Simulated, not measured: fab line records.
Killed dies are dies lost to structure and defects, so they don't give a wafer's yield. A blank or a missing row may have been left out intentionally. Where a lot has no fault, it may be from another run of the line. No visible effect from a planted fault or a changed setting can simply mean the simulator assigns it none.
fab line records	flow n5_finfet	part 1 of 2: steps 1 to 31 of 43
[record] lots = 5	wafers = 15	last_day = 17
route steps=1938 shown ZERO_LAYER@6 WELL_APT@20
lots that met no fault: taken from a fault-free run of the same line
start_h: hours from the record's first day to the start of the lot's first wafer shown	wait_h: how many hours have passed since the lot's step before this one	" identical to the entry in the row above	L1.1+2: a single row standing in for several wafers	- value missing, or start not given	* or withheld: withheld	< > ~ a bound
route shown NAME@n: names a module that has steps shown in the file, with the first one's number in the route	usual: the fault-free wafers' mean and standard deviation	same: alike in all rows	chamber/n: place in a boat	sites: per-site readings	_std_site: their standard deviation	_edge_site: the outer-site mean with the inner-site mean subtracted	radius_mm: for every site, how far away it sits from the centre of the wafer	mask NAME#n: copy n	behind: tool/chamber where the wafer was last shaped	hold: the reason the lot was held/the length of the hold in hours/how it ended	device: which transistor (n, p or np) failed to switch	end of line: the same wafers' tests at the end of the route	a step without rows: its recipe alone	killed: dies that structure and defects cost at the first sort, which is not the same as the wafer's yield	map: a wafer's dies, x killed, . not, _ none there
set.NAME: the setting as run; set.NAME@STEP: as run at that earlier step	model.NAME: the simulator's own value behind a step, which no gauge read
lots seen at some steps along the route; tables by step, rows by wafer
services: from which hour (start_h, from the record's first day; less than 0 if before it) a tool's chamber was out of use, for how many hours, and why
[[steps]]
[step N5_ZERO_LAYER_COAT_05]
[recipe] spin_rpm = 1500	resist_thk_nm = 1000
lot.wafer	tool	chamber	start_h	wait_h
L080.1+4+6	litho_track-03	0	-	-
L086.1+3+6	litho_track-02	0	-	-
L089.2+5+6	litho_track-02	0	-	-
L090.3+4+5	litho_track-01	0	-	-
L096.1+3+4	litho_track-03	0	-	-
[step N5_ZERO_LAYER_EBR_07]
[recipe] solvent = PGMEA	ebr_width_mm = 1.5
lot.wafer	tool	chamber	start_h	wait_h
L080.1+4+6	litho_track-03	0	-	-
L086.1+3+6	litho_track-02	0	-	-
L089.2+5+6	litho_track-02	0	-	-
L090.3+4+5	litho_track-01	0	-	-
L096.1+3+4	litho_track-03	0	-	-
[step N5_ZERO_LAYER_SOFTBAKE_06]
[recipe] temp_c = 100	time_s = 90
lot.wafer	tool	chamber	start_h	wait_h
L080.1+4+6	litho_track-03	0	-	-
L086.1+3+6	litho_track-02	0	-	-
L089.2+5+6	litho_track-02	0	-	-
L090.3+4+5	litho_track-01	0	-	-
L096.1+3+4	litho_track-03	0	-	-
[step N5_ZERO_LAYER_EXPOSE_08]
[recipe] mask_id = ZERO	na = 0.55	source_shape = conventional	sigma_outer = 0.8	polarization = unpolarized	defocus_nm = 0	target_cd_nm = 2000	dose_mj = 16.2
lot.wafer	tool	chamber	start_h	wait_h	mask
L080.1+4+6	krf_scanner-02	0	48.61	-	ZERO#0
L086.1+3+6	krf_scanner-01	0	84.46	-	ZERO#0
L089.2+5+6	krf_scanner-02	0	102.60	-	ZERO#0
L090.3+4+5	krf_scanner-02	0	108.48	-	ZERO#0
L096.1+3+4	krf_scanner-02	0	144.59	-	ZERO#0
[step N5_ZERO_LAYER_PEB_09]
[recipe] peb_temp_c = withheld	peb_time_s = *
lot.wafer	tool	chamber	start_h	wait_h
L080.1+4+6	litho_track-03	0	48.67	0.1
L086.1+3+6	litho_track-02	0	84.52	0.1
L089.2+5+6	litho_track-03	0	102.65	0.0
L090.3+4+5	litho_track-03	0	108.52	0.0
L096.1+3+4	litho_track-03	0	144.65	0.1
[step N5_ZERO_LAYER_DEVELOP_10]
[recipe] develop_time_s = 60	rinse_liquid = diw	dry = air_spin	dev_temp_c = 21
lot.wafer	tool	chamber	start_h	wait_h
L080.1+4+6	litho_track-03	0	-	-
L086.1+3+6	litho_track-02	0	-	-
L089.2+5+6	litho_track-03	0	-	-
L090.3+4+5	litho_track-03	0	-	-
L096.1+3+4	litho_track-03	0	-	-
[step N5_ZERO_LAYER_HARDBAKE_23]
[recipe] temp_c = 130	time_s = 120
lot.wafer	tool	chamber	start_h	wait_h
L080.1+4+6	litho_track-03	0	-	-
L086.1+3+6	litho_track-02	0	-	-
L089.2+5+6	litho_track-03	0	-	-
L090.3+4+5	litho_track-03	0	-	-
L096.1+3+4	litho_track-03	0	-	-
[step N5_ZERO_LAYER_CD_MEAS_11]
[recipe] target_cd_nm = 2000	landing_energy_ev = 500	detector = se_inlens
[usual] cd_nm = 2000.1/1.7
lot.wafer	tool	chamber	start_h	wait_h	cd_nm
L080.1	cd_sem-03	0	48.79	-	1999.4
L080.4	"	0	"	"	2000.2
L080.6	"	0	"	"	2001.6
L086.1	cd_sem-03	0	84.64	-	2004.7
L086.3	"	0	"	"	2001.5
L086.6	"	0	"	"	2001.5
L089.2	cd_sem-01	0	102.77	-	1997.8
L089.5	"	0	"	"	2000.7
L089.6	"	0	"	"	2000.1
L090.3	cd_sem-03	0	108.65	-	1999.8
L090.4	"	0	"	"	2001.4
L090.5	"	0	"	"	2000.1
L096.1	cd_sem-02	0	144.77	-	2001.8
L096.3	"	0	"	"	2001.8
L096.4	"	0	"	"	2003.1
[step N5_ZERO_LAYER_DESCUM_16]
[recipe] chemistry = O2	time_s = 7.9	source_power_w = 50	bias_power_w = 20	pressure_mtorr = 20	rf_frequency_hz = 2.712e+07	temp_c = 40	o2_flow_sccm = 225
[usual] drypump_motor_current_A = 5.81/0.29	oes_product_au = 0.78/0.089	rf_vpp_V = 243.4/1.3	showerhead_plenum_p_Torr = 2.11/0.071	throttle_valve_pct = 20.53/0.3
lot.wafer	tool	chamber	start_h	wait_h	drypump_motor_current_A	oes_product_au	rf_hours_counter_h	rf_vpp_V	showerhead_plenum_p_Torr	throttle_valve_pct
L080.1	rie_diel-02	0	48.83	0.0	6.08	0.80	122	242.8	2.11	20.64
L080.4	"	1	"	"	5.91	0.74	169	243.9	2.08	20.67
L080.6	"	1	"	"	5.90	0.74	-	242.8	2.08	20.68
L086.1	rie_diel-04	3	84.75	0.1	5.44	0.75	183	241.9	2.09	20.64
L086.3	"	2	"	"	5.81	0.98	3	242.7	2.06	19.75
L086.6	"	0	"	"	5.83	0.80	-	244.6	2.19	20.72
L089.2	rie_diel-06	0	102.81	0.0	5.82	0.70	206	245.1	2.16	20.77
L089.5	"	0	"	"	5.83	0.70	-	244.4	2.16	20.76
L089.6	"	1	"	"	5.94	0.71	-	244.3	2.17	20.50
L090.3	rie_diel-02	3	108.68	0.0	5.56	0.69	218	242.8	2.16	20.58
L090.4	"	0	"	"	6.09	0.79	138	243.0	2.10	20.66
L090.5	"	3	"	"	5.54	0.69	-	244.2	2.16	20.59
L096.1	rie_diel-04	1	144.80	0.0	6.25	0.97	10	246.5	2.24	20.54
L096.3	"	2	"	"	5.84	0.92	22	243.4	2.05	19.78
L096.4	"	3	"	"	5.44	0.73	201	244.0	2.08	20.67
[step N5_ZERO_LAYER_ETCH_17]
[recipe] chemistry = CF4	target = SiO2	target_depth_a = 120	time_s = 13.3	ion_energy_ev = 350	pressure_mtorr = 40	source_w = 450	bias_w = 215	Ar_flow_sccm = 100	cf4_flow_sccm = 100
[usual] drypump_motor_current_A = 5.81/0.28	oes_product_au = 0.78/0.089	rf_vpp_V = 949/4.5	showerhead_plenum_p_Torr = 2.15/0.07	throttle_valve_pct = 15.7/0.3
lot.wafer	tool	chamber	start_h	wait_h	drypump_motor_current_A	oes_product_au	rf_hours_counter_h	rf_vpp_V	showerhead_plenum_p_Torr	throttle_valve_pct
L080.1	rie_diel-02	0	48.86	0.0	6.09	0.79	122	950	2.16	15.8
L080.4	"	1	"	"	5.90	0.74	169	948	2.13	15.9
L080.6	"	1	"	"	5.90	0.74	-	948	2.13	15.9
L086.1	rie_diel-04	3	84.78	0.0	5.48	0.75	183	950	2.13	15.8
L086.3	"	2	"	"	5.84	0.98	3	947	2.10	15.0
L086.6	"	0	"	"	5.81	0.80	-	955	2.23	15.9
L089.2	rie_diel-06	0	102.84	0.0	5.84	0.70	206	953	2.21	16.0
L089.5	"	0	"	"	5.84	0.69	-	952	2.21	16.0
L089.6	"	1	"	"	5.94	0.72	-	954	2.20	15.7
L090.3	rie_diel-02	3	108.72	0.0	5.57	0.68	218	955	2.20	15.9
L090.4	"	0	"	"	6.06	0.77	138	950	2.15	15.8
L090.5	"	3	"	"	5.57	0.68	-	953	2.20	15.9
L096.1	rie_diel-04	1	144.84	0.0	6.21	0.99	10	957	2.27	15.6
L096.3	"	2	"	"	5.80	0.93	22	946	2.10	15.0
L096.4	"	3	"	"	5.47	0.75	201	948	2.12	15.9
[step N5_ZERO_LAYER_ETCH_18]
[recipe] chemistry = HBr/Cl2	target = Si	target_depth_a = 1200	time_s = 40	pressure_mtorr = 10	icp_w = 800	bias_w = 75	HBr_flow_sccm = 150	Cl2_flow_sccm = 80
[usual] HBr_flow_sccm = 149.9/0.45	drypump_motor_current_A = 5.64/0.26	oes_product_au = 1.005/0.016	throttle_valve_pct = 36.45/0.25
lot.wafer	tool	chamber	start_h	wait_h	HBr_flow_sccm	drypump_motor_current_A	oes_product_au	rf_hours_counter_h	throttle_valve_pct
L080.1	rie_si-04	2	48.94	0.0	150.0	5.65	0.978	107	36.38
L080.4	"	0	"	"	149.8	5.59	1.016	-	36.06
L080.6	"	1	"	"	149.9	5.29	1.006	-	36.59
L086.1	rie_si-05	0	84.86	0.0	150.2	5.83	1.018	144	36.78
L086.3	"	1	"	"	149.5	5.94	1.023	0	36.55
L086.6	"	1	"	"	150.5	5.90	1.020	-	36.54
L089.2	rie_si-05	2	102.92	0.0	150.6	5.34	0.988	69	36.61
L089.5	"	0	"	"	150.4	5.86	1.026	-	36.77
L089.6	"	1	"	"	150.1	5.88	1.023	-	36.53
L090.3	rie_si-04	1	108.79	0.0	150.1	5.31	1.008	39	36.61
L090.4	"	0	"	"	150.4	5.59	1.015	-	36.05
L090.5	"	1	"	"	149.8	5.34	1.010	-	36.61
L096.1	rie_si-05	1	144.91	0.0	150.2	5.94	1.016	2	36.54
L096.3	"	2	"	"	150.1	5.34	0.990	70	36.61
L096.4	"	3	"	"	149.5	5.50	1.005	182	36.30
[step N5_ZERO_LAYER_STRIP_24]
[recipe] chemistry = O2	power_w = 1000	temp_c = 250	overash_fraction = 0.3	pressure_mtorr = 1000	o2_flow_sccm = 6750
[usual] drypump_motor_current_A = 5.65/0.2	heater_power_w = 320/23	oes_product_au = 0.647/0.0047	strip_time_to_endpoint_s = 43.84/0.099
lot.wafer	tool	chamber	start_h	wait_h	drypump_motor_current_A	heater_power_w	oes_product_au	rf_hours_counter_h	strip_time_to_endpoint_s
L080.1	plasma_asher-02	1	49.38	0.4	6.03	349	0.643	36	43.87
L080.4	"	1	"	"	5.98	355	0.647	-	43.91
L080.6	"	0	"	"	5.63	277	0.646	-	43.92
L086.1	plasma_asher-02	0	84.97	0.1	5.61	278	0.643	44	43.76
L086.3	"	1	"	"	5.96	343	0.646	-	43.71
L086.6	"	1	"	"	5.96	340	0.644	-	43.80
L089.2	plasma_asher-02	0	103.02	0.1	5.64	283	0.643	47	43.68
L089.5	"	0	"	"	5.64	285	0.648	-	43.83
L089.6	"	1	"	"	5.94	347	0.647	-	43.79
L090.3	plasma_asher-01	0	108.92	0.1	5.41	327	0.651	-	43.80
L090.4	"	1	"	"	5.62	322	0.647	-	43.86
L090.5	"	0	"	"	5.40	323	0.640	-	43.90
L096.1	plasma_asher-01	1	145.02	0.1	5.62	323	0.650	96	43.67
L096.3	"	0	"	"	5.43	315	0.655	-	43.71
L096.4	"	1	"	"	5.63	322	0.643	-	43.74
[step N5_ZERO_LAYER_STRIP_19]
[recipe] chemistry = SPM	time_s = 900	temp_c = 130	h2so4_h2o2_vol_ratio = 4	dry = ipa_marangoni
lot.wafer	tool	chamber	start_h	wait_h
L080.1+4+6	wet_bench-05	1,0,3	49.47	0.1
L086.1+3+6	wet_bench-05	2,6,1	85.06	0.1
L089.2+5+6	wet_bench-01	1,2,5	103.11	0.1
L090.3+4+5	wet_bench-01	6,4,5	108.99	0.0
L096.1+3+4	wet_bench-01	0,6,5	145.10	0.1
[step N5_ZERO_LAYER_INSPECT_20]
[recipe] inspect_instrument = darkfield	mode = post_clean
[usual] raw_defect_count = 40/19
lot.wafer	tool	chamber	start_h	wait_h	raw_defect_count
L080.1	defect_inspect-02	-	49.74	0.0	37
L080.4	"	-	"	"	22
L080.6	"	-	"	"	49
L086.1	defect_inspect-02	-	85.33	0.0	25
L086.3	"	-	"	"	25
L086.6	"	-	"	"	26
L089.2	defect_inspect-01	-	103.43	0.0	63
L089.5	"	-	"	"	20
L089.6	"	-	"	"	64
L090.3	defect_inspect-02	-	109.29	0.0	64
L090.4	"	-	"	"	58
L090.5	"	-	"	"	129
L096.1	defect_inspect-01	-	145.40	0.0	34
L096.3	"	-	"	"	46
L096.4	"	-	"	"	24
[step N5_WELL_APT_HMDS_01]
[recipe] time_s = 60	temp_c = 120
lot.wafer	tool	chamber	start_h	wait_h
L080.1+4+6	litho_track-04	0	49.77	0.0
L086.1+3+6	litho_track-04	0	85.36	0.0
L089.2+5+6	litho_track-05	0	103.46	0.0
L090.3+4+5	litho_track-02	0	109.32	0.0
L096.1+3+4	litho_track-02	0	145.43	0.0
[step N5_WELL_APT_COAT_02]
[recipe] spin_rpm = 1357	resist_thk_nm = 950
lot.wafer	tool	chamber	start_h	wait_h
L080.1+4+6	litho_track-04	0	-	-
L086.1+3+6	litho_track-04	0	-	-
L089.2+5+6	litho_track-05	0	-	-
L090.3+4+5	litho_track-02	0	-	-
L096.1+3+4	litho_track-02	0	-	-
[step N5_WELL_APT_EBR_04]
[recipe] solvent = PGMEA	ebr_width_mm = 1.5
lot.wafer	tool	chamber	start_h	wait_h
L080.1+4+6	litho_track-04	0	-	-
L086.1+3+6	litho_track-04	0	-	-
L089.2+5+6	litho_track-05	0	-	-
L090.3+4+5	litho_track-02	0	-	-
L096.1+3+4	litho_track-02	0	-	-
[step N5_WELL_APT_SOFTBAKE_03]
[recipe] temp_c = 130	time_s = 60
lot.wafer	tool	chamber	start_h	wait_h
L080.1+4+6	litho_track-04	0	-	-
L086.1+3+6	litho_track-04	0	-	-
L089.2+5+6	litho_track-05	0	-	-
L090.3+4+5	litho_track-02	0	-	-
L096.1+3+4	litho_track-02	0	-	-
[step N5_WELL_APT_EXPOSE_05]
[recipe] mask_id = NWELL	na = 0.8	source_shape = conventional	sigma_outer = 0.8	polarization = unpolarized	defocus_nm = 0	target_cd_nm = 200	dose_mj = 20.3
lot.wafer	tool	chamber	start_h	wait_h	mask
L080.1+4+6	krf_scanner-01	0	50.00	-	NWELL#0
L086.1+3+6	krf_scanner-01	0	85.46	-	NWELL#0
L089.2+5+6	krf_scanner-01	0	103.69	-	NWELL#0
L090.3+4+5	krf_scanner-02	0	109.55	-	NWELL#0
L096.1+3+4	krf_scanner-01	0	145.66	-	NWELL#0
[step N5_WELL_APT_PEB_06]
[recipe] peb_temp_c = 130	peb_time_s = 90
lot.wafer	tool	chamber	start_h	wait_h
L080.1+4+6	litho_track-02	0	50.06	0.1
L086.1+3+6	litho_track-04	0	85.52	0.1
L089.2+5+6	litho_track-02	0	103.75	0.0
L090.3+4+5	litho_track-04	0	109.60	0.0
L096.1+3+4	litho_track-05	0	145.71	0.1
[step N5_WELL_APT_DEVELOP_07]
[recipe] develop_time_s = 45	rinse_liquid = surfactant_rinse	dry = air_spin	dev_temp_c = 21
lot.wafer	tool	chamber	start_h	wait_h
L080.1+4+6	litho_track-02	0	-	-
L086.1+3+6	litho_track-04	0	-	-
L089.2+5+6	litho_track-02	0	-	-
L090.3+4+5	litho_track-04	0	-	-
L096.1+3+4	litho_track-05	0	-	-
[step N5_WELL_APT_HARDBAKE_12]
[recipe] temp_c = 130	time_s = 120
lot.wafer	tool	chamber	start_h	wait_h
L080.1+4+6	litho_track-02	0	-	-
L086.1+3+6	litho_track-04	0	-	-
L089.2+5+6	litho_track-02	0	-	-
L090.3+4+5	litho_track-04	0	-	-
L096.1+3+4	litho_track-05	0	-	-
[step N5_WELL_APT_CD_MEAS_08]
[recipe] target_cd_nm = 200	landing_energy_ev = 500	detector = se_inlens
[usual] cd_nm = 200.5/1.2
lot.wafer	tool	chamber	start_h	wait_h	cd_nm
L080.1	cd_sem-03	0	50.17	-	200.1
L080.4	"	0	"	"	200.5
L080.6	"	0	"	"	199.8
L086.1	cd_sem-02	0	85.63	-	202.4
L086.3	"	0	"	"	200.2
L086.6	"	0	"	"	200.0
L089.2	cd_sem-03	0	103.86	-	200.8
L089.5	"	0	"	"	202.0
L089.6	"	0	"	"	200.0
L090.3	cd_sem-02	0	109.72	-	202.4
L090.4	"	0	"	"	200.2
L090.5	"	0	"	"	199.0
L096.1	cd_sem-02	0	145.83	-	200.3
L096.3	"	0	"	"	199.9
L096.4	"	0	"	"	199.3
[step N5_WELL_APT_OVL_MEAS_09]
[recipe] points_per_wafer = 44
[usual] NWELL_OVL = 2/5.7
[same] points_per_wafer = 44
lot.wafer	tool	chamber	start_h	wait_h	NWELL_OVL[nm]
L080.1	overlay-02	0	50.20	0.0	6
L080.4	"	0	"	"	3
L080.6	"	0	"	"	5
L086.1	overlay-01	0	85.67	0.0	14
L086.3	"	0	"	"	8
L086.6	"	0	"	"	3
L089.2	overlay-02	0	103.89	0.0	4
L089.5	"	0	"	"	3
L089.6	"	0	"	"	5
L090.3	overlay-01	0	109.74	0.0	-3
L090.4	"	0	"	"	-1
L090.5	"	0	"	"	1
L096.1	overlay-02	0	145.86	0.0	-2
L096.3	"	0	"	"	-4
L096.4	"	0	"	"	-2
[step N5_WELL_APT_INSPECT_10]
[recipe] mode = adi	inspect_instrument = macro
[usual] raw_defect_count = 2.2/1.3
lot.wafer	tool	chamber	start_h	wait_h	raw_defect_count
L080.1	defect_inspect-02	-	50.23	0.0	2
L080.4	"	-	"	"	1
L080.6	"	-	"	"	2
L086.1	defect_inspect-01	-	85.70	0.0	2
L086.3	"	-	"	"	4
L086.6	"	-	"	"	3
L089.2	defect_inspect-01	-	103.92	0.0	0
L089.5	"	-	"	"	2
L089.6	"	-	"	"	2
L090.3	defect_inspect-01	-	109.77	0.0	2
L090.4	"	-	"	"	3
L090.5	"	-	"	"	1
L096.1	defect_inspect-02	-	145.88	0.0	2
L096.3	"	-	"	"	0
L096.4	"	-	"	"	3
[step N5_WELL_APT_DESCUM_13]
[recipe] chemistry = O2	time_s = 7.9	source_power_w = 50	bias_power_w = 20	pressure_mtorr = 20	rf_frequency_hz = 2.712e+07	temp_c = 40	o2_flow_sccm = 225
[usual] drypump_motor_current_A = 5.9/0.49	oes_product_au = 0.77/0.062	rf_vpp_V = 243.3/1.3	showerhead_plenum_p_Torr = 2.11/0.066	throttle_valve_pct = 20.39/0.19
lot.wafer	tool	chamber	start_h	wait_h	drypump_motor_current_A	oes_product_au	rf_hours_counter_h	rf_vpp_V	showerhead_plenum_p_Torr	throttle_valve_pct
L080.1	rie_diel-03	0	50.58	0.4	6.3	0.68	244	242.9	2.06	20.66
L080.4	"	2	"	"	6.6	0.75	164	244.7	2.17	20.64
L080.6	"	3	"	"	6.3	0.83	-	243.1	2.03	20.24
L086.1	rie_diel-03	2	85.73	0.0	6.6	0.73	179	244.3	2.17	20.67
L086.3	"	3	"	"	6.3	0.81	100	242.5	2.02	20.24
L086.6	"	1	"	"	5.7	0.83	-	244.6	2.21	20.01
L089.2	rie_diel-05	3	104.53	0.6	5.3	0.75	161	242.0	2.08	20.48
L089.5	"	0	"	"	5.2	0.73	-	244.7	2.17	20.50
L089.6	"	1	"	"	6.2	0.72	-	242.3	2.06	20.43
L090.3	rie_diel-05	2	110.11	0.3	6.3	0.73	169	243.6	2.09	20.52
L090.4	"	0	"	"	5.2	0.73	196	243.6	2.17	20.52
L090.5	"	0	"	"	5.2	0.72	-	243.2	2.17	20.51
L096.1	rie_diel-05	2	146.07	0.2	6.3	0.71	183	243.7	2.08	20.54
L096.3	"	3	"	"	5.3	0.74	178	241.8	2.08	20.52
L096.4	"	0	"	"	5.2	0.71	210	243.6	2.16	20.54
[step N5_WELL_APT_IMPLANT_14]
[recipe] species = P	energy_kev = 160	dose_cm2 = 1.5e+13	tilt_deg = 0	rotation_deg = 0
[usual] tilt_deg = -0.001/0.019
lot.wafer	tool	chamber	start_h	wait_h	tilt_deg
L080.1	implanter-01	0	50.68	0.1	0.012
L080.4	"	0	"	"	0.018
L080.6	"	0	"	"	0.009
L086.1	implanter-01	0	85.83	0.1	0.002
L086.3	"	0	"	"	-0.024
L086.6	"	0	"	"	-0.011
L089.2	implanter-01	0	104.65	0.1	0.007
L089.5	"	0	"	"	0.005
L089.6	"	0	"	"	0.010
L090.3	implanter-01	0	110.27	0.1	0.003
L090.4	"	0	"	"	0.035
L090.5	"	0	"	"	-0.004
L096.1	implanter-01	0	146.16	0.1	-0.010
L096.3	"	0	"	"	-0.032
L096.4	"	0	"	"	-0.010
[step N5_WELL_APT_IMPLANT_15]
[recipe] species = As	energy_kev = 25	dose_cm2 = 1.5e+13	tilt_deg = 0	rotation_deg = 0
[usual] tilt_deg = -0.003/0.022
lot.wafer	tool	chamber	start_h	wait_h	tilt_deg
L080.1	implanter-01	0	50.86	0.1	-0.022
L080.4	"	0	"	"	0.000
L080.6	"	0	"	"	-0.011
L086.1	implanter-01	0	86.01	0.1	0.008
L086.3	"	0	"	"	0.047
L086.6	"	0	"	"	0.042
L089.2	implanter-01	0	104.83	0.1	-0.031
L089.5	"	0	"	"	-0.042
L089.6	"	0	"	"	-0.012
L090.3	implanter-01	0	110.45	0.1	-0.004
L090.4	"	0	"	"	-0.004
L090.5	"	0	"	"	0.003
L096.1	implanter-01	0	146.34	0.1	-0.026
L096.3	"	0	"	"	-0.015
L096.4	"	0	"	"	0.002
[step N5_WELL_APT_STRIP_16]
[recipe] chemistry = SPM	time_s = 900	temp_c = 130	h2so4_h2o2_vol_ratio = 4	dry = ipa_marangoni
lot.wafer	tool	chamber	start_h	wait_h
L080.1+4+6	wet_bench-03	1,0,7	51.07	0.2
L086.1+3+6	wet_bench-03	2,3,6	86.23	0.2
L089.2+5+6	wet_bench-04	5,7,0	105.01	0.1
L090.3+4+5	wet_bench-04	7,5,1	110.60	0.1
L096.1+3+4	wet_bench-03	2,3,6	146.55	0.2
[step N5_WELL_APT_HMDS_18]
[recipe] time_s = 60	temp_c = 120
lot.wafer	tool	chamber	start_h	wait_h
L080.1+4+6	litho_track-02	0	51.35	0.0
L086.1+3+6	litho_track-04	0	86.51	0.0
L089.2+5+6	litho_track-05	0	105.29	0.0
L090.3+4+5	litho_track-02	0	110.88	0.0
L096.1+3+4	litho_track-04	0	146.83	0.0
[step N5_WELL_APT_COAT_19]
[recipe] spin_rpm = 1357	resist_thk_nm = 950
lot.wafer	tool	chamber	start_h	wait_h
L080.1+4+6	litho_track-02	0	-	-
L086.1+3+6	litho_track-04	0	-	-
L089.2+5+6	litho_track-05	0	-	-
L090.3+4+5	litho_track-02	0	-	-
L096.1+3+4	litho_track-04	0	-	-
